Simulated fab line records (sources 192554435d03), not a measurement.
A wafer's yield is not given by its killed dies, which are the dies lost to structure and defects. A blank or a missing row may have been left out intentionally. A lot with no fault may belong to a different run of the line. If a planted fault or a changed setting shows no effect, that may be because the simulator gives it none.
The tool behind it: which one?    flow n5Finfet    26 wafers from 9 lots sampled at 6 of the route's 1938 steps

## WHAT THE GAUGES SHOWED, per wafer
N5_FIN_SAQP_CD_MEAS_31: target cd 8 nm.
lot   measured     on        cdNm (nm)
L537  day 3 02:39  cdSem-03  7.90 7.90 7.97
L538  day 3 07:46  cdSem-02  8.19 8.59 8.52
L540  day 3 20:56  cdSem-03  - - -
L541  day 4 02:17  cdSem-03  - - -
L543  day 4 13:43  cdSem-02  8.34 7.99
L546  day 5 10:00  cdSem-02  8.12 8.30 7.77
L553  day 7 03:23  cdSem-02  7.80 8.43 7.79
L555  day 7 15:16  cdSem-02  8.30 8.03 8.24
L556  day 7 19:34  cdSem-03  7.84 7.92 7.95

## TOOL THAT RAN EACH LOT (tool first, then ch and the chambers of the sampled wafers, then the start)
lot   N5_PMOS_HMC_CHANNEL_EPI_HM_OPEN_15  N5_PMOS_HMC_CHANNEL_EPI_FIN_RECESS_16  N5_FIN_SAQP_ALD_61               N5_FIN_SAQP_PECVD_48            N5_FIN_SAQP_ETCH_57
L537  rieDiel-02 ch 1,2, day 2 17:32      rieSi-01 ch 0,1, day 2 17:56           aldSin-04 ch 1,2, day 2 20:27    pecvd-03 ch 0,1,2, day 2 21:12  rieDiel-06 ch 0,2, day 3 01:05
L538  rieDiel-02 ch 0,1,3, day 2 23:43    rieSi-01 ch 1,2,3, day 3 00:05         aldSin-04 ch 1,2,3, day 3 02:34  pecvd-02 ch 0,1,2, day 3 03:08  rieDiel-05 ch 0,1,3, day 3 06:13
L540  rieDiel-02 ch 0,3, day 3 12:35      rieSi-06 ch 1,2,3, day 3 12:59         aldSin-04 ch 0,1,2, day 3 15:49  pecvd-03 ch 0,2, day 3 16:23    rieDiel-05 ch 1,2,3, day 3 19:25
L541  rieDiel-02 ch 1,2,3, day 3 17:10    rieSi-02 ch 0,3, day 3 17:35           aldSin-01 ch 1,2, day 3 20:04    pecvd-03 ch 0,2, day 3 20:44    rieDiel-04 ch 1,3, day 3 23:51
L543  rieDiel-01 ch 0,1, day 4 05:29      rieSi-01 ch 0,1, day 4 05:53           aldSin-01 ch 1,2, day 4 08:24    pecvd-03 ch 0,1, day 4 08:59    rieDiel-05 ch 0,2, day 4 11:56
L546  rieDiel-02 ch 0,2,3, day 4 23:20    rieSi-01 ch 0,1,2, day 4 23:43         aldSin-04 ch 0,1,2, day 5 04:21  pecvd-03 ch 0,1,2, day 5 04:56  rieDiel-06 ch 0,1,3, day 5 08:29
L553  rieDiel-01 ch 2,3, day 6 18:57      rieSi-06 ch 2,3, day 6 19:20           aldSin-04 ch 1,2,3, day 6 21:47  pecvd-03 ch 0,2, day 6 22:22    rieDiel-04 ch 1,2, day 7 01:45
L555  rieDiel-02 ch 1,3, day 7 05:59      rieSi-06 ch 0,1, day 7 06:22           aldSin-03 ch 2,3, day 7 09:36    pecvd-01 ch 0,2, day 7 10:26    rieDiel-04 ch 0,1,2, day 7 13:31
L556  rieDiel-03 ch 0,3, day 7 11:33      rieSi-02 ch 1,2,3, day 7 11:56         aldSin-04 ch 1,2, day 7 14:37    pecvd-03 ch 0,2, day 7 15:18    rieDiel-06 ch 0,1,2, day 7 18:02
- N5_PMOS_HMC_CHANNEL_EPI_HM_OPEN_15: chemistry CHF3/O2, target SiO2, target depth 40.6 nm, time 20.3 s.
- N5_PMOS_HMC_CHANNEL_EPI_FIN_RECESS_16: chemistry HBr/Cl2, target Si, target depth 54 nm, time 18 s.
- N5_FIN_SAQP_ALD_61: deposits SiO2, target thk 4 nm, pulse time 1 s, purge time 2 s.
- N5_FIN_SAQP_PECVD_48: deposits SiNx from SiH4/NH3/N2, target thk 25 nm, time 22.1 s.
- N5_FIN_SAQP_ETCH_57: etches SiNx in CH3F/O2, target depth 32.5 nm, time 46.4 s.

## THE ANSWER, worked out from the rows above alone
Rule: usual is defined by the lots themselves. The widest of any qualifying gaps counts: lots, ordered by their means at a reading, are off when they make up no more than a third of the lots, leave a main group of 4 or more, and stand apart from it by 3 or more times the standard deviation of that group's means. If all means in a main group match to the digits the tables above print for the reading, that group is not used. Also off: a lot with no number at a reading for which 4 or more lots have one. Any other lot the step has rows for is counted as sound.
Off, at N5_FIN_SAQP_CD_MEAS_31 on cdNm: L540, L541. Without a number there: L540, L541. Mean 8.10 nm and standard deviation 0.17 in the main group.
A tool fits if, at a process step before that reading, it ran every lot that is off, and no sound lot after the first of them. Those tools and the gauges at N5_FIN_SAQP_CD_MEAS_31 are tried in the same way. No candidate that was tried fits.

## WHAT WAS PUT IN BY THE SIMULATOR
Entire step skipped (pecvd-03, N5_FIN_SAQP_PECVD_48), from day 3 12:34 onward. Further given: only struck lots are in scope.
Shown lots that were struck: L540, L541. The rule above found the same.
